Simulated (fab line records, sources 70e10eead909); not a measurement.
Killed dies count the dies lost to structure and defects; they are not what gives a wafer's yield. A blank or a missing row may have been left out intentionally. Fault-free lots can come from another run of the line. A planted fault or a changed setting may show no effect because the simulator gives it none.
Chamber matching :: flow nandHarc :: NHARC_P_M0_PRE_CLEAN_31 on pecvd-01 has 3 sister chambers
The step time 12 s. 6 wafers are shown with their chamber, then 8 later ones without.

== WAFERS WITH THEIR CHAMBER ==
wafer: L083.2
chamber: 1
heaterPowerW (W): 560
susceptorTempC (C): 369.73

wafer: L083.6
chamber: 0
heaterPowerW (W): 673
susceptorTempC (C): 370.04

wafer: L085.1
chamber: 2
heaterPowerW (W): 563
susceptorTempC (C): 370.11

wafer: L085.2
chamber: 0
heaterPowerW (W): 728
susceptorTempC (C): 369.85

wafer: L085.5
chamber: 2
heaterPowerW (W): 561
susceptorTempC (C): 369.91

wafer: L089.2
chamber: 1
heaterPowerW (W): 560
susceptorTempC (C): 370.19

== WAFERS WITH NO CHAMBER GIVEN ==
wafer: L089.3
heaterPowerW (W): 570
susceptorTempC (C): 370.02

wafer: L089.4
heaterPowerW (W): 568
susceptorTempC (C): 370.07

wafer: L092.1
heaterPowerW (W): 601
susceptorTempC (C): 370.25

wafer: L092.3
heaterPowerW (W): 592
susceptorTempC (C): 370.16

wafer: L092.6
heaterPowerW (W): 624
susceptorTempC (C): 369.95

wafer: L095.1
heaterPowerW (W): 551
susceptorTempC (C): 369.83

wafer: L095.3
heaterPowerW (W): 569
susceptorTempC (C): 370.00

wafer: L095.5
heaterPowerW (W): 750
susceptorTempC (C): 370.02

== CHAMBER TAKEN BY EACH ==
wafer: L089.3
from the rows above: can't be placed: 2 or 1
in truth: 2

wafer: L089.4
from the rows above: can't be placed: 2 or 1
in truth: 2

wafer: L092.1
from the rows above: can't be placed: 2 or 1
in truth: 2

wafer: L092.3
from the rows above: can't be placed: 2 or 1
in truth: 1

wafer: L092.6
from the rows above: can't be placed: 2 or 1 or 0
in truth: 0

wafer: L095.1
from the rows above: can't be placed: 1 or 2
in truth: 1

wafer: L095.3
from the rows above: can't be placed: 2 or 1
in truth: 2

wafer: L095.5
from the rows above: 0
in truth: 0
Placed correctly: 1 of 8. Cannot be placed on the basis of these rows: 7; the candidates contain the true chamber in 7. Placed wrongly: 0.
How it was worked out, from the rows above alone: a wafer's distance from a chamber is the root of the sum, over the readings, of the square of ((its reading less the chamber's mean) divided by the reading's scatter). The wafer belongs to the nearest chamber; if the next one is less than 2 further off, it can't be placed. For every chamber, the mean is computed from those of its wafers that are shown. The scatter: take each reading less its chamber's mean, square it, sum over the shown wafers, divide by the number of wafers less the number of chambers, and take the root.
